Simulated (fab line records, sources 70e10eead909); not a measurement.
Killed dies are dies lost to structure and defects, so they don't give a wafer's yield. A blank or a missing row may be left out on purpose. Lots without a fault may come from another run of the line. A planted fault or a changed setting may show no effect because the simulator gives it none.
Chamber matching | flow nand_harc | NHARC_A_STAIRCASE_ALD_415 on ald_hk-01: 4 sister chambers
The step deposits SiO2, target thk 30 nm, pulse time 6 s, ald cycles 300. 8 wafers are shown with their chamber, then 9 later ones without.

WAFERS WITH THEIR CHAMBER
wafer  | chamber | heater_power_w (W) | precursor_pulse_height_rel
L083.3 | 1       | 432                | 1.010
L083.6 | 2       | 426                | 1.038
L088.3 | 3       | 429                | 1.005
L088.5 | 3       | 415                | 0.973
L088.6 | 0       | 482                | 1.023
L090.1 | 0       | 481                | 0.974
L090.2 | 2       | 411                | 0.996
L090.4 | 1       | 411                | 1.015

WAFERS WITHOUT THEIR CHAMBER
wafer  | heater_power_w (W) | precursor_pulse_height_rel
L091.1 | 415                | 0.994
L091.3 | 491                | 1.007
L091.4 | 421                | 0.972
L093.1 | 417                | 0.983
L093.2 | 418                | 1.024
L093.4 | 480                | 0.963
L094.3 | 414                | 0.976
L094.4 | 413                | 1.039
L094.6 | 418                | 1.020

WHICH CHAMBER EACH WENT THROUGH
wafer  | from the rows above          | in truth
L091.1 | can't be placed: 3 or 1 or 2 | 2
L091.3 | 0                            | 0
L091.4 | can't be placed: 3 or 1 or 2 | 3
L093.1 | can't be placed: 3 or 1 or 2 | 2
L093.2 | can't be placed: 2 or 1 or 3 | 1
L093.4 | 0                            | 0
L094.3 | can't be placed: 3 or 1 or 2 | 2
L094.4 | can't be placed: 2 or 1 or 3 | 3
L094.6 | can't be placed: 2 or 1 or 3 | 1
Placed correctly: 2 of 9. Can't be placed from these rows: 7 (the true chamber is among the candidates in 7). Placed wrongly: 0.
How it was worked out, from the rows above alone: a wafer's distance from a chamber is the root of the sum, over the readings, of the square of ((its reading less the chamber's mean) divided by the reading's scatter). The wafer belongs to the nearest chamber; if the next one is less than 2 further off, it can't be placed. A chamber's mean is the mean of its shown wafers. The scatter: the root of (the sum of the squares of (reading less its chamber's mean) over the shown wafers, divided by (wafers less chambers)).
